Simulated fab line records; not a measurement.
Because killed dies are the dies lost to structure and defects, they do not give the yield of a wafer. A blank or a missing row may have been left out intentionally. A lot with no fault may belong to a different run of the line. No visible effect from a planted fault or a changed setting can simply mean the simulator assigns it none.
fab line records	flow n5-finfet
record lots=11	wafers=31	last-day=18
route steps=1938 shown BEOL_M9@1422 BEOL_M10@1475
lots that met no fault: from a run of the same line without faults
start-h: hours from the record's first day to the start of the lot's first wafer shown	wait-h: how many hours have passed since the lot's step before this one	" the same as in the row above	L1.1+2: several wafers, shown together as one row	- no value present, or no start provided	* or withheld: withheld	< > ~ a bound
route shown NAME@n: a module of which the file shows steps, and the number in the route of the first	usual: mean/standard deviation taken from wafers without a fault	same: alike in all rows	chamber/n: place in a boat	sites: each site's reading	_std_site: standard deviation across them	_edge_site: outer sites' mean less inner sites'	radius-mm: how far each site lies from the wafer's centre	mask NAME#n: copy n	behind: the most recent tool/chamber to have shaped the wafer	hold: cause of the lot's hold/its duration in hours/its outcome	device: the n, p or np transistor that did not switch	end of line: the route-end tests of the same wafers	for a step that has no rows: nothing shown but its recipe	killed: at the first sort, the dies lost to defects and structure; wafer yield is something else	map: a wafer's dies, marking killed ones x, the rest . and places with no die _
set.NAME: the setting as run; set.NAME@STEP: as run at that earlier step	model.NAME: the simulator's own value behind a step, which no gauge read
steps of the route over a sample of lots; a table a step, a row a wafer
services: the hour from which a tool's chamber was out of use, counted from the record's first day as start-h (under 0 if before that day), plus the number of hours and why
## steps
# step N5_BEOL_M9_HM_OPEN_17
# recipe chemistry=Cl2/BCl3	target-depth-a=200	overetch-a=60	target=TiN	mask-material=SOC	ion-energy-ev=150	pressure-mtorr=10	icp-w=1000	bias-w=126	Cl2_flow_sccm=53.25	bcl3-flow-sccm=21.75	Ar_flow_sccm=25
# usual bcl3-flow-sccm=21.75/0.06	drypump-motor-current-A=5.8/0.42	he-backside-leak-sccm=3.35/0.19	oes-product-au=0.70/0.064	throttle-valve-pct=22.16/0.24
lot.wafer	tool	chamber	start-h	wait-h	bcl3-flow-sccm	drypump-motor-current-A	he-backside-leak-sccm	oes-product-au	rf-hours-counter-h	throttle-valve-pct
L823.3	rie-metal-03	0	245.87	0.1	21.76	5.7	3.39	0.77	-	22.02
L823.4	"	1	"	"	21.87	5.8	3.19	0.75	-	21.89
L823.5	"	1	"	"	21.79	5.8	3.10	0.76	-	21.91
L824.3	rie-metal-03	0	251.08	0.1	21.72	5.6	3.47	0.78	-	22.01
L824.4	"	1	"	"	21.71	5.8	3.10	0.77	-	21.89
L824.6	"	0	"	"	21.75	5.7	3.63	0.77	-	22.01
L828.1	rie-metal-03	1	251.89	0.0	21.75	5.8	3.10	0.75	12	21.91
L828.3	"	0	"	"	21.66	5.7	3.54	0.77	-	22.00
L829.4	rie-metal-02	1	265.88	0.1	21.80	6.4	3.21	0.76	-	22.15
L829.5	"	0	"	"	21.69	5.1	3.57	0.72	-	22.32
L832.3	rie-metal-02	0	293.29	0.1	21.78	5.0	3.65	0.71	-	22.33
L832.5	"	1	"	"	21.77	6.4	3.22	0.73	-	22.18
L832.6	"	0	"	"	21.64	5.0	3.61	0.71	-	22.32
L835.2	rie-metal-02	1	296.70	0.0	21.81	6.4	3.29	0.74	20	22.19
L835.3	"	1	"	"	21.76	6.4	3.37	0.75	-	22.18
L835.6	"	0	"	"	21.78	5.1	3.68	0.71	-	22.32
L834.2	rie-metal-03	1	296.98	0.0	21.82	5.8	3.10	0.74	15	21.92
L834.3	"	1	"	"	21.80	5.8	3.12	0.73	-	21.90
L834.5	"	1	"	"	21.80	5.8	3.07	0.75	-	21.91
L836.3	rie-metal-01	0	323.51	0.1	21.81	5.7	3.33	0.62	-	22.08
L836.4	"	1	"	"	21.85	6.2	3.25	0.59	-	22.65
L836.5	"	0	"	"	21.83	5.7	3.20	0.63	-	22.06
L839.1	rie-metal-02	0	323.85	0.0	21.73	5.1	3.68	0.70	21	22.33
L839.2	"	1	"	"	21.71	6.4	3.31	0.74	22	22.18
L839.6	"	1	"	"	21.72	6.4	3.29	0.74	-	22.18
L841.2	rie-metal-02	1	341.74	0.0	21.76	6.4	3.32	0.74	24	22.18
L841.4	"	0	"	"	21.76	5.1	3.51	0.69	-	22.33
L841.6	"	0	"	"	21.82	5.1	3.64	0.70	-	22.32
L845.1	rie-metal-01	0	371.00	0.0	21.77	5.7	3.31	0.61	71	22.08
L845.3	"	1	"	"	21.80	6.2	3.37	0.58	-	22.66
L845.5	"	1	"	"	21.76	6.2	3.37	0.58	-	22.66
# step N5_BEOL_M9_INSPECT_58
# recipe inspect-instrument=darkfield	mode=post-dep
# usual raw-defect-count=78/28
lot.wafer	tool	chamber	start-h	wait-h	raw-defect-count
L823.3	defect-inspect-01	-	252.55	0.0	54
L823.4	"	-	"	"	91
L823.5	"	-	"	"	40
L824.3	defect-inspect-01	-	256.72	0.0	119
L824.4	"	-	"	"	91
L824.6	"	-	"	"	62
L828.1	defect-inspect-02	-	259.24	0.0	99
L828.3	"	-	"	"	90
L829.4	defect-inspect-02	-	269.64	0.0	42
L829.5	"	-	"	"	61
L832.3	defect-inspect-02	-	301.34	0.0	64
L832.5	"	-	"	"	54
L832.6	"	-	"	"	88
L834.2	defect-inspect-01	-	302.92	0.0	107
L834.3	"	-	"	"	101
L834.5	"	-	"	"	122
L835.2	defect-inspect-01	-	303.06	0.0	67
L835.3	"	-	"	"	80
L835.6	"	-	"	"	108
L836.3	defect-inspect-02	-	328.27	0.0	72
L836.4	"	-	"	"	131
L836.5	"	-	"	"	52
L839.1	defect-inspect-02	-	329.04	0.0	61
L839.2	"	-	"	"	41
L839.6	"	-	"	"	58
L841.2	defect-inspect-02	-	345.28	0.0	107
L841.4	"	-	"	"	63
L841.6	"	-	"	"	75
L845.1	defect-inspect-02	-	375.34	0.0	54
L845.3	"	-	"	"	52
L845.5	"	-	"	"	49
# step N5_BEOL_M10_COAT_59
# recipe resist=SOC	temp-c=250	time-s=60	spin-rpm=1500	resist-thk-nm=100
# usual exhaust-pa=44.9/0.98	resist-line-temp-C=22.99/0.12	spin-speed-rpm=1500.0/0.9
lot.wafer	tool	chamber	start-h	wait-h	exhaust-pa	resist-line-temp-C	spin-speed-rpm
L823.3	litho-track-01	0	253.63	0.1	44.4	22.89	1500.9
L823.4	"	0	"	"	45.4	23.11	1497.8
L823.5	"	0	"	"	45.5	22.92	1502.1
L824.3	litho-track-05	0	258.87	0.1	45.8	22.76	1500.2
L824.4	"	0	"	"	47.0	22.90	1499.5
L824.6	"	0	"	"	47.3	22.88	1500.6
L828.1	litho-track-05	0	260.99	0.1	45.6	23.25	1500.2
L828.3	"	0	"	"	44.6	23.05	1499.8
L829.4	litho-track-01	0	271.38	0.1	42.8	23.00	1500.4
L829.5	"	0	"	"	42.2	22.90	1499.4
L832.3	litho-track-05	0	304.26	0.1	44.6	23.01	1657.4
L832.5	"	0	"	"	45.0	23.23	1656.3
L832.6	"	0	"	"	43.0	23.10	1656.8
L834.2	litho-track-03	0	304.64	0.1	44.4	23.06	1499.2
L834.3	"	0	"	"	45.3	23.03	1499.2
L834.5	"	0	"	"	43.5	22.98	1501.0
L835.2	litho-track-05	0	304.81	0.1	44.6	23.24	1658.1
L835.3	"	0	"	"	45.3	23.08	1655.8
L835.6	"	0	"	"	45.4	23.16	1657.8
L836.3	litho-track-03	0	330.98	0.1	45.5	23.01	1500.2
L836.4	"	0	"	"	44.9	23.07	1499.8
L836.5	"	0	"	"	45.3	23.06	1499.1
L839.1	litho-track-01	0	331.78	0.1	43.3	23.06	1500.0
L839.2	"	0	"	"	42.7	23.06	1499.5
L839.6	"	0	"	"	44.7	22.89	1500.2
L841.2	litho-track-03	0	347.69	0.1	43.5	22.84	1499.5
L841.4	"	0	"	"	44.5	22.98	1498.9
L841.6	"	0	"	"	44.4	23.06	1498.3
L845.1	litho-track-01	0	378.51	0.1	44.3	22.96	1499.7
L845.3	"	0	"	"	43.7	22.89	1499.5
L845.5	"	0	"	"	44.4	23.05	1498.8
# step N5_BEOL_M10_ETCH_61
# recipe chemistry=CF4	target=SiARC	target-depth-a=390	mask-material=CAR-ArF	time-s=65	ion-energy-ev=80	pressure-mtorr=40	source-w=545	bias-w=36	Ar_flow_sccm=100	cf4-flow-sccm=100	ends=cleared
# usual drypump-motor-current-A=5.7/0.44	etch-rf-on-time-s=64.5/1.6	oes-product-au=0.71/0.07	rf-vpp-V=183.9/1.1	showerhead-plenum-p-Torr=2.11/0.058	throttle-valve-pct=15.55/0.19
lot.wafer	tool	chamber	start-h	wait-h	drypump-motor-current-A	etch-rf-on-time-s	oes-product-au	rf-hours-counter-h	rf-vpp-V	showerhead-plenum-p-Torr	throttle-valve-pct
L823.3	rie-diel-06	0	254.08	0.0	5.8	64.3	0.66	142	181.4	2.06	15.38
L823.4	"	1	"	"	5.8	62.7	0.60	-	185.4	2.11	15.90
L823.5	"	0	"	"	5.7	64.6	0.65	-	183.9	2.06	15.40
L824.3	rie-diel-06	0	259.43	0.0	5.7	64.0	0.66	144	182.7	2.06	15.40
L824.4	"	1	"	"	5.7	62.1	0.59	-	184.2	2.11	15.89
L824.6	"	2	"	"	4.9	62.1	0.75	-	183.1	2.15	15.67
L828.1	rie-diel-01	0	261.48	0.0	4.8	61.9	0.83	2	183.4	2.12	15.67
L828.3	"	1	"	"	6.3	65.1	0.76	28	184.2	2.09	15.36
L829.4	rie-diel-01	1	271.75	0.0	6.3	65.3	0.75	32	186.1	2.09	15.36
L829.5	"	1	"	"	6.3	65.6	0.76	-	184.4	2.09	15.37
L832.3	rie-diel-03	3	304.81	0.0	5.8	64.6	0.65	139	185.3	2.14	15.76
L832.5	"	3	"	"	5.8	65.2	0.65	-	182.8	2.14	15.74
L832.6	"	2	"	"	5.8	66.7	0.76	-	186.5	2.27	15.52
L834.2	rie-diel-03	3	305.06	0.0	5.8	65.4	0.64	139	184.3	2.14	15.75
L834.3	"	1	"	"	5.8	63.8	0.74	57	185.2	2.17	15.20
L834.5	"	3	"	"	5.8	65.1	0.64	-	183.9	2.14	15.76
L835.2	rie-diel-01	1	305.24	0.0	6.3	65.4	0.74	43	183.1	2.08	15.39
L835.3	"	3	"	"	6.1	64.4	0.67	119	183.7	2.06	15.25
L835.6	"	2	"	"	5.8	68.0	0.69	-	182.9	2.09	15.63
L836.3	rie-diel-01	0	331.35	0.0	4.9	62.7	0.77	24	182.9	2.12	15.74
L836.4	"	2	"	"	5.8	68.5	0.68	81	184.7	2.08	15.66
L836.5	"	1	"	"	6.3	65.9	0.72	-	184.4	2.08	15.40
L839.1	rie-diel-03	2	332.15	0.0	5.8	66.5	0.74	34	187.2	2.27	15.53
L839.2	"	3	"	"	5.8	65.3	0.64	149	183.1	2.13	15.79
L839.6	"	0	"	"	5.2	65.5	0.58	-	184.1	2.03	15.66
L841.2	rie-diel-06	0	348.18	0.0	5.8	64.1	0.63	180	182.1	2.05	15.47
L841.4	"	1	"	"	5.7	62.9	0.78	21	184.5	2.10	15.49
L841.6	"	3	"	"	6.0	64.3	0.74	-	181.4	2.10	15.55
L845.1	rie-diel-06	3	379.09	0.0	6.0	64.2	0.74	46	183.2	2.09	15.58
L845.3	"	2	"	"	4.9	64.2	0.70	118	183.4	2.14	15.77
L845.5	"	1	"	"	5.8	63.1	0.75	-	182.9	2.10	15.52
## services
tool	chamber	start-h	hours	kind
litho-track-05	-	222.42	-	consumable-replace:filter
rie-metal-02	-	235.86	2.8	pm
rie-diel-01	0	238.87	-	clean
rie-diel-01	0	238.87	-	consumable-replace:focus-ring
rie-diel-01	0	238.87	17.9	scheduled-down
rie-diel-01	0	238.87	17.9	vent-cycle
litho-track-01	-	241.91	-	consumable-replace:filter
rie-diel-06	3	242.28	-	clean
rie-diel-06	3	242.28	-	consumable-replace:focus-ring
rie-diel-06	3	242.28	19.6	scheduled-down
rie-diel-06	3	242.28	19.6	vent-cycle
rie-metal-01	-	242.61	0.2	repair
litho-track-05	-	255.66	-	consumable-replace:filter
rie-diel-06	1	282.21	-	clean
rie-diel-06	1	282.21	-	consumable-replace:focus-ring
rie-diel-06	1	282.21	13.8	scheduled-down
rie-diel-06	1	282.21	13.8	vent-cycle
rie-diel-01	2	306.55	1.8	repair
rie-diel-01	-	317.64	2.8	pm
litho-track-03	-	319.98	-	consumable-replace:filter
rie-metal-01	1	350.01	16.2	repair
rie-diel-03	0	361.23	-	clean
rie-diel-03	0	361.23	-	consumable-replace:focus-ring
rie-metal-02	0	374.62	25.2	repair
## key
first-sign step=N5_BEOL_M10_COAT_59	reading=spin-speed-rpm	direction=up	sigmas=99+	usual=*	struck=*
effect none on later readings
met-at N5_BEOL_M10_COAT_59
struck-lots L832,L835
not-acting-at N5_BEOL_M9_HM_OPEN_17,N5_BEOL_M9_INSPECT_58,N5_BEOL_M10_ETCH_61
onset-between 260.99 304.26
fault kind=process-parameter-drift	tool=litho-track-05	chamber=-	onset-h=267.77	steps=N5_BEOL_M10_COAT_59	channel=spin-rpm	offset=*	shape=step	acts-in=*	stated=*
